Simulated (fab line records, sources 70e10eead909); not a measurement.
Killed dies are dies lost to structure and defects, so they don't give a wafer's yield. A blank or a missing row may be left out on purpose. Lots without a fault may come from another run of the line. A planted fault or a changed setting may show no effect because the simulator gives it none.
Chamber matching | flow nand_harc | NHARC_A_STAIRCASE_STRIP_296 on wet_bench-01: 8 sister chambers
The step strips in SPM, time 900 s. 8 wafers are shown with their chamber, then 7 later ones without.

WAFERS WITH THEIR CHAMBER
wafer  | chamber | bath_heat_duty_pct (%)
L570.6 | 7       | 13.7
L575.3 | 3       | 16.1
L578.2 | 2       | 15.5
L578.3 | 4       | 15.2
L577.2 | 1       | 14.5
L577.6 | 0       | 14.1
L587.2 | 6       | 14.7
L587.3 | 5       | 12.5

WAFERS WITHOUT THEIR CHAMBER
wafer  | bath_heat_duty_pct (%)
L587.6 | 13.5
L590.3 | 14.1
L590.4 | 14.0
L590.5 | 13.4
L591.1 | 13.1
L591.2 | 13.7
L591.4 | 13.8

WHICH CHAMBER EACH WENT THROUGH
wafer  | from the rows above          | in truth
L587.6 | can't be placed: 7 or 0      | 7
L590.3 | can't be placed: 0 or 1 or 7 | 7
L590.4 | can't be placed: 0 or 7 or 1 | 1
L590.5 | can't be placed: 7 or 0      | 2
L591.1 | can't be placed: 5 or 7 or 0 | 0
L591.2 | can't be placed: 7 or 0      | 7
L591.4 | can't be placed: 7 or 0      | 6
Placed correctly: 0 of 7. Can't be placed from these rows: 7 (the true chamber is among the candidates in 5). Placed wrongly: 0.
How it was worked out, from the rows above alone: a wafer's distance from a chamber is the root of the sum, over the readings, of the square of ((its reading less the chamber's mean) divided by the reading's scatter). The wafer belongs to the nearest chamber; if the next one is less than 2 further off, it can't be placed. A chamber's mean is the mean of its shown wafers. The scatter: with one shown wafer a chamber, the root of the mean of the squares of how far each hidden wafer lies from its nearest shown one.
